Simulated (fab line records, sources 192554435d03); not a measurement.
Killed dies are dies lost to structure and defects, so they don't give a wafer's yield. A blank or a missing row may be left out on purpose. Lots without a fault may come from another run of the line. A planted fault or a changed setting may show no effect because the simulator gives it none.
fab line records | flow n5_finfet
record lots=4 wafers=12 last_day=17
route steps=1938 shown SD_EPI_N@267 SD_EPI_P@295 BEOL_M4@1111 PASSIVATION@1936
lots that met no fault: from a run of the same line without faults
start_h: hours from the record's first day to the start of the lot's first wafer shown | wait_h: hours since the lot's step before | " the same as in the row above | L1.1+2: a row that stands for several wafers | - no value, or no start given | * or withheld: withheld | < > ~ a bound
route shown NAME@n: a module of which the file shows steps, and the number in the route of the first | usual: mean/standard deviation of fault-free wafers | same: alike in all rows | chamber/n: place in a boat | sites: the reading at each site | _std_site: their standard deviation | _edge_site: outer sites' mean less inner sites' | radius_mm: how far each site lies from the wafer's centre | mask NAME#n: copy n | behind: the tool/chamber that last shaped the wafer | hold: why the lot was held/for how many hours/how that ended | device: the transistor (n, p or np) that didn't switch | end of line: the same wafers' tests at the end of the route | a step without rows: its recipe alone | killed: dies lost to structure and defects at the first sort, not the wafer's yield | map: a wafer's dies, x killed, . not, _ none there
set.NAME: the setting as run; set.NAME@STEP: as run at that earlier step | model.NAME: the simulator's own value behind a step, which no gauge read
lots at some steps of the route; a table a step, a row a wafer
services: from which hour (start_h, from the record's first day; less than 0 if before it) a tool's chamber was out of use, for how many hours, and why
## steps
# step N5_SD_EPI_N_EXPOSE_06
# recipe mask_id=SD_N_BLK na=1.35 source_shape=conventional sigma_outer=0.8 polarization=unpolarized target_cd_nm=120 dose_mj=39.75
# step N5_SD_EPI_N_PEB_07
# recipe peb_temp_c=110 peb_time_s=60 resist=CAR-ArF-block
# step N5_SD_EPI_N_DEVELOP_08
# recipe develop_time_s=30 developer=TMAH resist=CAR-ArF-block dev_temp_c=23 rinse_liquid=diw dry=air_spin
# step N5_SD_EPI_N_DESCUM_14
# recipe chemistry=O2 time_s=7.9 source_power_w=50 bias_power_w=20 pressure_mtorr=20 rf_frequency_hz=2.712e+07 temp_c=40 resist=CAR-ArF-block o2_flow_sccm=225
# step N5_SD_EPI_N_ETCH_34
# recipe chemistry=CF4 target=SiARC target_depth_a=455 mask_material=CAR-ArF-block time_s=75.8 ion_energy_ev=80 pressure_mtorr=40 source_w=545 bias_w=36 Ar_flow_sccm=100 cf4_flow_sccm=100 ends=cleared
# step N5_SD_EPI_N_ETCH_35
# recipe chemistry=N2/H2 target=SOC overetch_a=1080 mask_material=SiARC temp_c=40 ion_energy_ev=100 source_w=3000 bias_w=133 pressure_mtorr=20 time_s=486 n2_flow_sccm=200 h2_flow_sccm=200
# step N5_SD_EPI_N_STRIP_36
# recipe chemistry=N2/H2 temp_c=40 n2_flow_sccm=200 h2_flow_sccm=200 rf_frequency_hz=6e+07
# step N5_SD_EPI_N_ETCHBACK_44
# recipe chemistry=CH3F/O2 mode=anisotropic_etchback target=SiNx target_depth_a=145 stop_on=SiO2 over_etch_frac=0.3 ion_energy_ev=120 pressure_mtorr=30 source_w=395 bias_w=73 Ar_flow_sccm=150 CH3F_flow_sccm=30 O2_flow_sccm=20
# step N5_SD_EPI_N_ETCH_45
# recipe chemistry=CH3F/O2 target=SiOCN target_depth_a=60 mask_material=SOC ion_energy_ev=60 bias_w=29 pressure_mtorr=15 source_w=410 Ar_flow_sccm=150 CH3F_flow_sccm=30 O2_flow_sccm=20
# step N5_SD_EPI_N_ETCH_16
# recipe chemistry=CHF3/O2 target=SiO2 target_depth_a=50 mask_material=SOC pressure_mtorr=30 source_w=650 bias_w=170 Ar_flow_sccm=200 CHF3_flow_sccm=50 O2_flow_sccm=5 ion_energy_ev=200
# usual chamber_pressure_mTorr=29.999/0.029 drypump_motor_current_A=5.6/0.49 oes_ar_750_au=0.85/0.074 oes_f_703_au=0.85/0.074 oes_product_au=0.84/0.077 rf_vpp_V=522/5.2 showerhead_plenum_p_Torr=2.43/0.089 throttle_valve_pct=18.80/0.18
# columns lot.wafer tool chamber start_h wait_h chamber_pressure_mTorr drypump_motor_current_A oes_ar_750_au oes_f_703_au oes_product_au rf_hours_counter_h rf_vpp_V showerhead_plenum_p_Torr throttle_valve_pct
L983.2 rie_diel-02 3 86.49 0.1 30.032 4.7 0.88 0.87 0.88 35 524 2.34 18.89
L983.3 " 0 " " 30.009 5.8 0.95 0.96 0.95 6 520 2.47 18.55
L983.4 " 1 " " 29.951 5.6 0.89 0.91 0.91 23 522 2.45 18.52
L988.1 rie_diel-02 3 121.75 0.1 30.033 4.7 0.84 0.85 0.85 51 524 2.34 18.90
L988.3 " 0 " " 29.998 5.8 0.90 0.90 0.89 21 519 2.47 18.57
L988.4 " 1 " " 30.033 5.6 0.87 0.88 0.87 40 522 2.44 18.55
L989.2 rie_diel-02 3 129.55 0.1 29.996 4.7 0.84 0.84 0.86 55 522 2.34 18.93
L989.5 " 0 " " 29.996 5.8 0.90 0.89 0.90 - 518 2.47 18.59
L989.6 " 1 " " 29.995 5.6 0.86 0.89 0.86 - 522 2.44 18.55
L100.2 rie_diel-01 0 187.52 0.1 29.982 6.1 0.73 0.73 0.71 233 517 2.29 19.15
L100.4 " 3 " " 29.989 5.7 0.85 0.84 0.83 44 525 2.34 18.86
L100.6 " 3 " " 30.020 5.7 0.85 0.85 0.84 - 524 2.34 18.88
# step N5_SD_EPI_N_STRIP_47
# recipe chemistry=CHF3/O2 resist=SiARC rf_frequency_hz=6e+07
# step N5_SD_EPI_N_SD_RECESS_17
# recipe chemistry=HBr/Cl2/O2 target_depth_a=410 mask_material=SOC time_s=23.7 bt_time_s=3 pressure_mtorr=10 icp_w=800 bias_w=112 HBr_flow_sccm=150 Cl2_flow_sccm=80 O2_flow_sccm=12
# step N5_SD_EPI_N_STRIP_38
# recipe chemistry=N2/H2 power_w=1000 temp_c=250 h2_frac=0.65 overash_fraction=0.3 pressure_mtorr=withheld n2_flow_sccm=1750 h2_flow_sccm=3250
# step N5_SD_EPI_N_WET_ETCH_43
# recipe chemistry=dHF dilution=withheld time_s=14 target=SiO2 target_depth_a=15 temp_c=25
# step N5_SD_EPI_N_STRIP_18
# recipe chemistry=SPM time_s=750 temp_c=130 h2so4_h2o2_vol_ratio=4
# step N5_SD_EPI_N_SRD_20
# recipe dry=ipa_marangoni do_ppb=5 time_s=30 temp_c=23 rinse_liquid=diw
# step N5_SD_EPI_N_PRECLEAN_48
# recipe chemistry=NF3:NH3 afs_cycles=2 temp_c=30 time_s=20 sublimation_temp_c=180 sublimation_time_s=60 pressure_torr=3 rf_power_w=30
# step N5_SD_EPI_N_VAPOR_ETCH_50
# recipe chemistry=HCl target=Si temp_c=775 time_s=54 pressure_torr=20 mode=isotropic
# step N5_SD_EPI_N_EPI_21
# recipe material=Si:P dopant=P temp_c=680 pressure_torr=255 time_s=690
# step N5_SD_EPI_N_PRECLEAN_24
# recipe chemistry=O3/DIW time_s=60 temp_c=22 o3_ppm=10
# step N5_SD_EPI_N_SRD_25
# recipe time_s=30 temp_c=23 rinse_liquid=diw dry=ipa_marangoni
# step N5_SD_EPI_N_PRECLEAN_49
# recipe chemistry=NF3:NH3 afs_cycles=1 temp_c=30 time_s=20 sublimation_temp_c=180 sublimation_time_s=60 pressure_torr=3 rf_power_w=30
# step N5_SD_EPI_N_LINER_46
# recipe material=SiNx target_thk_a=30 temp_c=400 ald_precursor_family=SiH2I2 ald_co_reactant=N2/H2-plasma pressure_torr=2
# step N5_SD_EPI_N_INSPECT_26
# recipe inspect_instrument=darkfield mode=post_epi
# usual raw_defect_count=200/40
# columns lot.wafer tool chamber start_h wait_h raw_defect_count
L983.2 defect_inspect-02 - 89.88 0.1 154
L983.3 " - " " 148
L983.4 " - " " 181
L988.1 defect_inspect-02 - 126.87 0.1 249
L988.3 " - " " 180
L988.4 " - " " 635
L989.2 defect_inspect-01 - 132.91 0.1 169
L989.5 " - " " 207
L989.6 " - " " 587
L100.2 defect_inspect-01 - 191.45 0.1 198
L100.4 " - " " 238
L100.6 " - " " 223
# step N5_SD_EPI_P_COAT_34
# recipe resist=SOC temp_c=250 time_s=60 spin_rpm=1500 resist_thk_nm=350
# step N5_SD_EPI_P_COAT_35
# recipe resist=SiARC temp_c=220 time_s=60 spin_rpm=1500 resist_thk_nm=35
# step N5_SD_EPI_P_COAT_03
# recipe resist=CAR-ArF-block spin_rpm=1500 resist_thk_nm=150
# step N5_SD_EPI_P_EBR_05
# recipe solvent=PGMEA ebr_width_mm=1.5
# step N5_SD_EPI_P_SOFTBAKE_04
# recipe temp_c=110 time_s=60 resist=CAR-ArF-block
# step N5_SD_EPI_P_EXPOSE_06
# recipe mask_id=SD_P_BLK na=1.35 source_shape=conventional sigma_outer=0.8 polarization=unpolarized target_cd_nm=240 dose_mj=39.5
# step N5_SD_EPI_P_PEB_07
# recipe peb_temp_c=110 peb_time_s=60 resist=CAR-ArF-block
# step N5_SD_EPI_P_DEVELOP_08
# recipe develop_time_s=30 developer=TMAH resist=CAR-ArF-block dev_temp_c=23 rinse_liquid=diw dry=air_spin
# step N5_SD_EPI_P_INSPECT_11
# recipe mode=adi inspect_instrument=macro
# usual raw_defect_count=1.9/1.4
# columns lot.wafer tool chamber start_h wait_h raw_defect_count
L983.2 defect_inspect-01 - 90.34 0.0 1
L983.3 " - " " 3
L983.4 " - " " 5
L988.1 defect_inspect-02 - 127.20 0.0 1
L988.3 " - " " 0
L988.4 " - " " >300
L989.2 defect_inspect-02 - 133.36 0.0 2
L989.5 " - " " 0
L989.6 " - " " >300
L100.2 defect_inspect-01 - 191.78 0.0 2
L100.4 " - " " 3
L100.6 " - " " 2
# step N5_SD_EPI_P_DESCUM_14
# recipe chemistry=O2 time_s=7.9 source_power_w=50 bias_power_w=20 pressure_mtorr=20 rf_frequency_hz=2.712e+07 temp_c=40 resist=CAR-ArF-block o2_flow_sccm=225
# step N5_SD_EPI_P_ETCH_36
# recipe chemistry=CF4 target=SiARC target_depth_a=455 mask_material=CAR-ArF-block time_s=75.8 ion_energy_ev=80 pressure_mtorr=40 source_w=545 bias_w=36 Ar_flow_sccm=100 cf4_flow_sccm=100 ends=cleared
# step N5_SD_EPI_P_ETCH_37
# recipe chemistry=N2/H2 target=SOC overetch_a=1080 mask_material=SiARC temp_c=40 ion_energy_ev=100 source_w=3000 bias_w=133 pressure_mtorr=20 time_s=486 n2_flow_sccm=200 h2_flow_sccm=200 ends=end_point
# step N5_SD_EPI_P_INSPECT_26
# recipe inspect_instrument=darkfield mode=post_epi
# usual raw_defect_count=175/40
# columns lot.wafer tool chamber start_h wait_h raw_defect_count
L983.2 defect_inspect-02 - 96.06 0.0 138
L983.3 " - " " 148
L983.4 " - " " 176
L988.1 defect_inspect-02 - 131.43 0.0 224
L988.3 " - " " 170
L988.4 " - " " 620
L989.2 defect_inspect-01 - 137.22 0.0 153
L989.5 " - " " 148
L989.6 " - " " 620
L100.2 defect_inspect-02 - 195.95 0.0 163
L100.4 " - " " 193
L100.6 " - " " 198
# step N5_BEOL_M4_RC_MEAS_101
# usual DIBL_N=36.1/1.5 DIBL_P=36.1/1.9 IOFF_N=0.159/0.029 IOFF_P=0.21/0.038 ION_N=675/11 ION_P=464/8.1 SS_N=71.5/0.57 SS_P=73.3/0.64 VT_N=249/3.1 VT_P=-250/3.8
# columns lot.wafer tool chamber start_h wait_h DIBL_N[mV/V] DIBL_P[mV/V] IOFF_N[nA/um] IOFF_P[nA/um] ION_N[uA/um] ION_P[uA/um] SS_N[mV/dec] SS_P[mV/dec] VT_N[mV] VT_P[mV]
L983.2 prober-02 0 199.85 0.2 37.1 36.0 0.168 0.21 689 466 71.5 73.3 247 -250
L983.3 " 0 " " 38.0 36.6 0.181 0.22 684 468 72.0 73.3 245 -251
L983.4 " 0 " " 35.9 34.7 0.140 0.19 678 465 72.1 72.8 249 -251
L988.1 prober-01 0 226.72 0.0 35.2 34.5 0.148 0.24 674 467 71.2 73.2 250 -246
L988.3 " 0 " " 38.9 38.2 0.232 0.31 695 477 72.1 74.8 242 -240
L988.4 " 0 " " 37.5 37.0 0.194 0.28 686 480 72.1 74.1 246 -243
L989.2 prober-01 0 245.64 0.2 36.0 35.0 0.134 0.17 667 457 71.6 72.7 253 -252
L989.5 " 0 " " 32.2 31.4 0.091 0.13 653 449 69.2 71.7 256 -255
L989.6 " 0 " " 34.5 33.7 0.123 0.16 668 450 70.8 72.7 253 -254
L100.2 prober-01 0 321.60 0.2 36.2 37.9 0.192 0.27 679 475 71.6 74.0 246 -244
L100.4 " 0 " " 34.7 35.0 0.153 0.21 683 473 71.3 73.3 249 -250
L100.6 " 0 " " 36.2 36.5 0.183 0.23 682 463 71.3 74.1 248 -248
# step N5_PASSIVATION_PROBE_49
# usual defect_limited_yield=91.5/1.6 killed_at_M0_to_M3=33/10 killed_at_M4_up=13/5.6 killed_at_contacts=13/6 killed_at_front_end=39/12 killed_at_other=3.0/2.8 killed_dies=101/19 killed_on_rim=13/4 killed_open=65/13 killed_short=32/8.3 sort_bin_5_function=5.0/1 sort_bin_6_memory=3.1/0.69 sort_n_pass=1079/19 sort_yield_pct=91.5/1.6
# same gross_dies=1180 killed_at_back_side=0 sort_bin_4_leakage[%]=0 sort_bin_8_speed[%]=0
# columns lot.wafer tool chamber start_h wait_h defect_limited_yield[%] killed_at_M0_to_M3 killed_at_M4_up killed_at_contacts killed_at_front_end killed_at_other killed_dies killed_on_rim killed_open killed_short sort_bin_5_function[%] sort_bin_6_memory[%] sort_n_pass sort_yield_pct[%]
L988.4 prober-02 - 338.53 0.2 87.3 45 12 5 86 2 150 26 58 25 8.2 3.1 1030 87.3
L989.6 prober-01 - 347.07 0.3 87.5 28 15 10 94 0 147 24 64 27 7.3 3.6 1033 87.5
# killed by level:class
L988.4 SD_EPI_N:unspecified=63 BEOL_M2:geometric_particle:open=15 BEOL_M3:geometric_particle:open=10 FIN_SAQP:geometric_particle:open=6 BEOL_M2:geometric_particle:short=5 MOL_CONTACT_COAG:geometric_particle:open=4 BEOL_M4:geometric_particle:open=4 BEOL_M0_SAQP:geometric_particle:short=3
L989.6 SD_EPI_N:unspecified=54 FIN_SAQP:geometric_particle:open=15 FIN_SAQP:geometric_particle:short=10 MOL_CONTACT_COAG:geometric_particle:open=10 STI_FIN_REVEAL:geometric_particle:open=6 BEOL_M0_SAQP:geometric_particle:open=5 BEOL_M0_SAQP:geometric_particle:short=5 BEOL_M1:geometric_particle:open=5
# map L988.4 (x killed, . not)
_________________......x.....________________
______________.................._____________
___________.................x......__________
__________x.......x................._________
________.....x........................_______
_______.........x.....x..x..........x..______
______......................xx.x.....xxx_____
_____........x..............x.......xxxxx____
____..........x..xx...............x.xxxxxx___
___...................................xxxxx__
___..x..x....x........xx............xxxxxxx__
__.x.....xx..x......................xxxxxxxx_
__x......x......x.x..............x..xxxxxxxx_
_.x.x..........................x.....xxxxxxxx
_.....x..............x.........x....x...xxxxx
_...............................x..x..x.x.xxx
_............x.....x..............x..x..x.x..
_...........x...x..............x.............
_..x..........x..x...........................
_..............x.x............xx......x.x....
_.........x....x.............................
__..x........x............x................._
__........x.......x.....x..................._
___xx..............................x.......__
___......x.....................x...........__
____..............................xxx.....___
_____.....x..x.x...............x.....x...____
______.................................._____
_______.x.......x.....x................______
________.....................x........_______
__________......x......x....x......._________
___________.x......................__________
______________.................._____________
_________________...x.....x..________________
# map L989.6 (x killed, . not)
_________________.......xx...________________
______________.................._____________
___________........x....xx.........__________
__________.......xx..x..........x..._________
________....x..........x.............._______
_______......x....x......x........x.x..______
______...........x..........x..........x_____
_____..........xx.............x.......xxx____
____....................x...........xxxxxx___
___......x...........x.x..x........xxxxxxxx__
___...............................xx..xxxxx__
__x...........x..............x.......xxxxxxx_
__x...............x..............x..xxxxxxxx_
_...........x...................x...x.x..xxxx
_.............x.......................x..xxx.
_...x................x...xx............xxxx.x
_...................x.x........x........x.x..
_..x...............x....x........x.......x...
_...........x...............x...........x....
_..x...x.......................x............x
_................xx....x.x..........x........
__...x.x..x......x............x.....x......._
__.............x............................_
___..x.......x........x....................__
___.x............x...x.....................__
____.............x........................___
_____................x...................____
______x...x...........x..x.....x.x......_____
_______.............x..................______
________.............................._______
__________...xx................x...._________
___________.x...............x......__________
______________x.....x....x......_____________
_________________......x.....________________
## services
# columns tool chamber start_h hours kind
rie_diel-01 - 68.27 2.8 pm
rie_diel-02 1 68.50 2.2 repair
rie_diel-01 3 73.94 - clean
rie_diel-01 3 73.94 - consumable_replace:focus_ring
rie_diel-01 3 73.94 15.8 scheduled_down
rie_diel-01 3 73.94 15.8 vent_cycle
rie_diel-02 2 92.12 3.4 repair
rie_diel-02 0 145.20 4.2 repair
rie_diel-01 2 155.86 - clean
rie_diel-01 2 155.86 - consumable_replace:focus_ring
rie_diel-01 2 155.86 24.8 scheduled_down
rie_diel-01 2 155.86 24.8 vent_cycle
## key
first_sign step=N5_SD_EPI_N_INSPECT_26 reading=raw_defect_count direction=up sigmas=10 usual=200 struck=611
effect step=N5_SD_EPI_P_INSPECT_11 reading=raw_defect_count direction=up sigmas=99+ usual=1.9 struck=>300
effect step=N5_SD_EPI_P_INSPECT_26 reading=raw_defect_count direction=up sigmas=11 usual=175 struck=620
effect step=N5_PASSIVATION_PROBE_49 reading=killed_at_front_end direction=up sigmas=4.3 usual=39 struck=90
more_kills_born_at N5_SD_EPI_N_ETCH_16@rie_diel-02=117
met_at N5_SD_EPI_N_ETCH_16
struck_wafers L988.4,L989.6
baseline_loss step=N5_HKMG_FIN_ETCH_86 wafers=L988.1
onset_between 86.49 121.75
fault kind=chamber_particle_source tool=rie_diel-02 chamber=1 onset_h=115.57 steps=N5_SD_EPI_N_ETCH_16 rate_per_visit_cm2=0.64196 end_h=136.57
# baseline_loss: these wafers lose ten dies or more at that step, a loss of the line's own and not of a fault; the sort's usual values leave them out
